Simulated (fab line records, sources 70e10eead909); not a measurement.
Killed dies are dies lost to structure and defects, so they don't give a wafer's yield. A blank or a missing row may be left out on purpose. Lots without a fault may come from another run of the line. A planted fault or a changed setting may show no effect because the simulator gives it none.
Which tool did it? | flow nand_harc | 11 lots, 33 wafers sampled, at 6 steps of a route of 1159

WHAT THE GAUGES READ, wafer by wafer
NHARC_P_GATE_CD_MEAS_91: target cd 2000 nm.
lot  | measured     | on        | cd_nm (nm)
L996 | day 5 19:27  | cd_sem-03 | 1998.6 1998.5 2001.9
L998 | day 5 22:12  | cd_sem-03 | 2000.8 2001.1 2000.1
L997 | day 5 22:52  | cd_sem-01 | 2003.6 2003.1 2002.9
L999 | day 6 05:01  | cd_sem-02 | 1998.5 1998.6 2000.5
L103 | day 7 12:15  | cd_sem-03 | 2002.5 2002.5 1998.7
L106 | day 7 21:23  | cd_sem-03 | 2004.8 2000.6 2004.0
L109 | day 8 12:56  | cd_sem-03 | 2259.7 2258.9 2257.0
L108 | day 8 13:06  | cd_sem-02 | 2002.9 2001.0 2000.5
L116 | day 10 16:32 | cd_sem-01 | 1998.9 1996.7 1996.6
L117 | day 10 19:45 | cd_sem-01 | 1997.5 1999.6 1998.8
L118 | day 11 05:01 | cd_sem-01 | 1997.2 1998.4 1998.8

NHARC_END_SORT_01.
lot  | measured     | on        | killed_at_array | killed_at_other | killed_at_periphery | killed_dies | killed_open | killed_short
L109 | day 24 01:24 | prober-01 | 35 41 39        | 3 1 3           | 51 43 49            | 89 85 91    | 3 6 1       | 1 0 2

WHICH TOOL RAN EACH LOT (tool, then ch and the chambers of the sampled wafers, then the start)
lot  | NHARC_P_GATE_STRIP_108             | NHARC_P_GATE_ETCHBACK_37                      | NHARC_P_GATE_STRIP_101             | NHARC_P_GATE_EXPOSE_88
L996 | rie_diel-07 ch 1,2,3, day 5 02:38  | rie_diel-06 ch 0,3, day 5 15:00 or earlier    | rie_diel-06 ch 1,2, day 5 15:00    | krf_scanner-02 ch 0, day 5 19:17
L998 | rie_diel-06 ch 0,1,3, day 5 07:32  | rie_diel-07 ch 0,2,3, day 5 17:52 or earlier  | rie_diel-07 ch 1,2,3, day 5 17:52  | krf_scanner-02 ch 0, day 5 22:03
L997 | rie_diel-06 ch 0,2,3, day 5 08:05  | rie_diel-02 ch 0,1,3, day 5 18:22 or earlier  | rie_diel-02 ch 0,1,3, day 5 18:22  | krf_scanner-04 ch 0, day 5 22:43
L999 | rie_diel-06 ch 1,2, day 5 14:11    | rie_diel-07 ch 1,2, day 6 00:32 or earlier    | rie_diel-07 ch 0,2,3, day 6 00:32  | krf_scanner-01 ch 0, day 6 04:52
L103 | rie_diel-02 ch 0,1,2, day 6 21:28  | rie_diel-07 ch 0,1, day 7 07:39 or earlier    | rie_diel-07 ch 0,1, day 7 07:39    | krf_scanner-02 ch 0, day 7 12:05
L106 | rie_diel-02 ch 0,2, day 7 05:19    | rie_diel-06 ch 1,2,3, day 7 16:59 or earlier  | rie_diel-06 ch 1,3, day 7 16:59    | krf_scanner-02 ch 0, day 7 21:13
L109 | rie_diel-07 ch 0,1,3, day 7 22:19  | rie_diel-06 ch 1,2, day 8 08:32 or earlier    | rie_diel-06 ch 0,1,2, day 8 08:32  | krf_scanner-04 ch 0, day 8 12:46
L108 | rie_diel-02 ch 1,2, day 7 22:31    | rie_diel-07 ch 1,2,3, day 8 08:41 or earlier  | rie_diel-07 ch 0,2,3, day 8 08:41  | krf_scanner-01 ch 0, day 8 12:56
L116 | rie_diel-07 ch 0,1,2, day 9 22:37  | rie_diel-07 ch 0,2,3, day 10 08:58 or earlier | rie_diel-07 ch 2,3, day 10 08:58   | krf_scanner-02 ch 0, day 10 16:23
L117 | rie_diel-06 ch 0,2,3, day 10 05:07 | rie_diel-02 ch 1,2,3, day 10 15:23 or earlier | rie_diel-02 ch 1,2,3, day 10 15:23 | krf_scanner-02 ch 0, day 10 19:35
L118 | rie_diel-02 ch 0,2,3, day 10 12:14 | rie_diel-07 ch 0,1,2, day 11 00:44 or earlier | rie_diel-07 ch 0,1,3, day 11 00:44 | krf_scanner-04 ch 0, day 11 04:52
- NHARC_P_GATE_STRIP_108: strips in O2.
- NHARC_P_GATE_ETCHBACK_37: etches the open film in CHF3/O2, target depth 34.5 nm, time 17.2 s.
- NHARC_P_GATE_STRIP_101: strips in O2, time 20 s.
- NHARC_P_GATE_EXPOSE_88: exposes mask P HVN, target cd 2000 nm.

WHAT THE TOOLS THEMSELVES READ (means of the sampled wafers that have a number; where no wafer has one, the mark that the record gives instead)
NHARC_P_GATE_STRIP_108.
lot  | tool        | drypump_motor_current_A (A) | oes_product_au (a.u.) | rf_vpp_V (V) | showerhead_plenum_p_Torr (Torr) | throttle_valve_pct (%)
L996 | rie_diel-07 | 6.1                         | 0.996                 | 57.4         | 3.59                            | 17.041
L998 | rie_diel-06 | 6.1                         | 0.998                 | 57.6         | 3.51                            | 17.039
L997 | rie_diel-06 | 6.0                         | 0.997                 | 57.9         | 3.62                            | 17.028
L999 | rie_diel-06 | 5.7                         | 1.003                 | 58.6         | 3.52                            | 17.037
L103 | rie_diel-02 | 5.5                         | 0.995                 | 57.8         | 3.46                            | 17.039
L106 | rie_diel-02 | 5.8                         | 0.992                 | 56.6         | 3.43                            | 17.039
L109 | rie_diel-07 | 5.9                         | 0.999                 | 57.2         | 3.57                            | 17.039
L108 | rie_diel-02 | 5.3                         | 0.993                 | 57.8         | 3.48                            | 17.044
L116 | rie_diel-07 | 5.9                         | 1.002                 | 57.9         | 3.66                            | 17.033
L117 | rie_diel-06 | 6.0                         | 0.998                 | 59.0         | 3.60                            | 17.048
L118 | rie_diel-02 | 5.9                         | 0.992                 | 57.6         | 3.48                            | 17.034

NHARC_P_GATE_ETCHBACK_37.
lot  | tool        | drypump_motor_current_A (A) | oes_product_au (a.u.) | rf_vpp_V (V) | showerhead_plenum_p_Torr (Torr) | throttle_valve_pct (%)
L996 | rie_diel-06 | 6.3                         | 1.00                  | 371.7        | 2.44                            | 20.566
L998 | rie_diel-07 | 6.0                         | 1.00                  | 370.8        | 2.42                            | 20.575
L997 | rie_diel-02 | 5.9                         | 0.92                  | 369.9        | 2.37                            | 20.565
L999 | rie_diel-07 | 6.0                         | 0.93                  | 374.2        | 2.52                            | 20.574
L103 | rie_diel-07 | 5.8                         | 0.93                  | 372.4        | 2.51                            | 20.574
L106 | rie_diel-06 | 5.8                         | 0.95                  | 370.3        | 2.41                            | 20.567
L109 | rie_diel-06 | 5.8                         | 1.02                  | 369.0        | 2.31                            | 20.573
L108 | rie_diel-07 | 6.1                         | 1.01                  | 371.1        | 2.44                            | 20.570
L116 | rie_diel-07 | 6.0                         | 0.93                  | 371.1        | 2.42                            | 20.569
L117 | rie_diel-02 | 5.7                         | 0.92                  | 370.1        | 2.38                            | 20.573
L118 | rie_diel-07 | 5.9                         | 1.00                  | 372.5        | 2.50                            | 20.567

NHARC_P_GATE_STRIP_101.
lot  | tool        | drypump_motor_current_A (A) | oes_product_au (a.u.) | rf_vpp_V (V) | showerhead_plenum_p_Torr (Torr) | throttle_valve_pct (%)
L996 | rie_diel-06 | 5.8                         | 0.999                 | 56.8         | 3.42                            | 17.047
L998 | rie_diel-07 | 6.1                         | 1.004                 | 58.4         | 3.59                            | 17.037
L997 | rie_diel-02 | 6.0                         | 0.987                 | 58.0         | 3.49                            | 17.032
L999 | rie_diel-07 | 6.0                         | 0.997                 | 57.2         | 3.56                            | 17.033
L103 | rie_diel-07 | 5.8                         | 0.995                 | 57.6         | 3.68                            | 17.032
L106 | rie_diel-06 | 6.0                         | 0.989                 | 58.0         | 3.57                            | 17.040
L109 | rie_diel-06 | 6.0                         | 0.999                 | 58.2         | 3.47                            | 17.027
L108 | rie_diel-07 | 6.0                         | 1.006                 | 58.2         | 3.55                            | 17.038
L116 | rie_diel-07 | 6.2                         | 0.998                 | 58.1         | 3.56                            | 17.038
L117 | rie_diel-02 | 5.7                         | 0.993                 | 58.2         | 3.50                            | 17.034
L118 | rie_diel-07 | 5.9                         | 1.012                 | 58.8         | 3.57                            | 17.039

NHARC_P_GATE_EXPOSE_88.
lot  | tool           | exposure_dose_mJ_cm2
L996 | krf_scanner-02 | 11.878
L998 | krf_scanner-02 | 11.854
L997 | krf_scanner-04 | 11.864
L999 | krf_scanner-01 | 11.868
L103 | krf_scanner-02 | 11.862
L106 | krf_scanner-02 | 11.862
L109 | krf_scanner-04 | 11.881
L108 | krf_scanner-01 | 11.875
L116 | krf_scanner-02 | 11.882
L117 | krf_scanner-02 | 11.870
L118 | krf_scanner-04 | 11.884

THE ANSWER, worked out from the rows above alone
Rule: what is usual is taken from the lots themselves. Put in order of their means at a reading, lots are off if they are a third of the lots or fewer, leave a main group of 4 or more, and stand apart from it by a gap of 3 or more times the standard deviation of the main group's means; of several such gaps the widest counts. A main group whose means are all the same, to the digits that the tables above print for the reading, isn't used. A lot without any number at a reading at which 4 lots or more have one is off too. The other lots that the step has rows for count as sound. The gauges are gone through in route order, then the tools' own readings, and for those a lot's mean is taken as printed above. The first step at which some lot is off is used, and at that step the reading that is off furthest; a lot without a number counts as furthest.
Off: L109, at NHARC_P_GATE_CD_MEAS_91 (cd_nm). The main group: mean 2000.3 nm, standard deviation 1.9.
A tool fits if, at a process step before that reading, it ran every lot that is off, and no sound lot after the first of them. The gauges at NHARC_P_GATE_CD_MEAS_91 are tried like those tools. NHARC_P_GATE_ETCHBACK_37 gives no start for some lots, so the hours and the order of its lots are those of NHARC_P_GATE_STRIP_101. Can't be told from this: 2 tools fit, rie_diel-06 at NHARC_P_GATE_ETCHBACK_37 and NHARC_P_GATE_STRIP_101, cd_sem-03 at NHARC_P_GATE_CD_MEAS_91.

WHAT THE SIMULATOR HAD PUT IN
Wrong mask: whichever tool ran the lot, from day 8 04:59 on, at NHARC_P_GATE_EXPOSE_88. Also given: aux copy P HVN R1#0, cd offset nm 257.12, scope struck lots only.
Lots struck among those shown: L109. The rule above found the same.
